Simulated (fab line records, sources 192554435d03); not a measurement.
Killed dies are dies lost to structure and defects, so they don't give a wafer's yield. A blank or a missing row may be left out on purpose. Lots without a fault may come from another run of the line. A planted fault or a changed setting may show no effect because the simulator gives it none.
Chamber matching | flow n5_finfet | N5_BEOL_M14_ETCH_67 on rie_diel-02: 4 sister chambers
The step etches SiARC in CF4, target depth 143 nm, time 238.3 s. 14 wafers are shown with their chamber, then 7 later ones without.

WAFERS WITH THEIR CHAMBER
wafer  | chamber | throttle_valve_pct (%) | showerhead_plenum_p_Torr (Torr) | drypump_motor_current_A (A)
L074.1 | 3       | 15.60                  | 2.15                            | 6.1
L074.2 | 2       | 16.11                  | 2.13                            | 6.0
L074.5 | 2       | 16.10                  | 2.13                            | 6.0
L076.3 | 0       | 15.65                  | 2.06                            | 5.6
L076.4 | 3       | 15.58                  | 2.14                            | 6.1
L076.6 | 3       | 15.60                  | 2.15                            | 6.1
L078.4 | 3       | 15.62                  | 2.14                            | 6.0
L078.5 | 3       | 15.62                  | 2.14                            | 6.0
L078.6 | 0       | 15.67                  | 2.06                            | 5.6
L084.1 | 1       | 15.55                  | 2.12                            | 6.1
L084.3 | 0       | 15.68                  | 2.05                            | 5.7
L084.6 | 1       | 15.57                  | 2.12                            | 6.1
L092.3 | 2       | 16.17                  | 2.12                            | 5.9
L092.4 | 0       | 15.71                  | 2.05                            | 5.6

SIGNATURES (means of the wafers above)
reading                  | chamber 0 | chamber 1 | chamber 2 | chamber 3 | scatter within a chamber
throttle_valve_pct       | 15.6775   | 15.5600   | 16.1267   | 15.6040   | 0.0246
showerhead_plenum_p_Torr | 2.0550    | 2.1200    | 2.1267    | 2.1440    | 0.00535
drypump_motor_current_A  | 5.625     | 6.100     | 5.967     | 6.060     | 0.0512
Rule: a wafer's distance from a chamber is the root of the sum, over the readings, of the square of ((its reading less the chamber's mean) divided by the reading's scatter). The wafer belongs to the nearest chamber; if the next one is less than 2 further off, it can't be placed. The scatter: the root of (the sum of the squares of (reading less its chamber's mean) over the shown wafers, divided by (wafers less chambers)).

WAFERS WITHOUT THEIR CHAMBER
wafer  | throttle_valve_pct (%) | showerhead_plenum_p_Torr (Torr) | drypump_motor_current_A (A)
L092.6 | 16.18                  | 2.12                            | 5.9
L093.1 | 15.59                  | 2.12                            | 6.1
L093.3 | 15.66                  | 2.13                            | 6.1
L093.4 | 15.70                  | 2.05                            | 5.6
L094.1 | 16.18                  | 2.12                            | 6.0
L094.5 | 15.67                  | 2.13                            | 6.1
L094.6 | 16.19                  | 2.12                            | 6.0

WHICH CHAMBER EACH WENT THROUGH
wafer  | from the rows above     | in truth
L092.6 | 2                       | 2
L093.1 | 1                       | 1
L093.3 | can't be placed: 3 or 1 | 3
L093.4 | 0                       | 0
L094.1 | 2                       | 2
L094.5 | can't be placed: 3 or 1 | 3
L094.6 | 2                       | 2
Placed correctly: 5 of 7. Can't be placed from these rows: 2 (the true chamber is among the candidates in 2). Placed wrongly: 0.
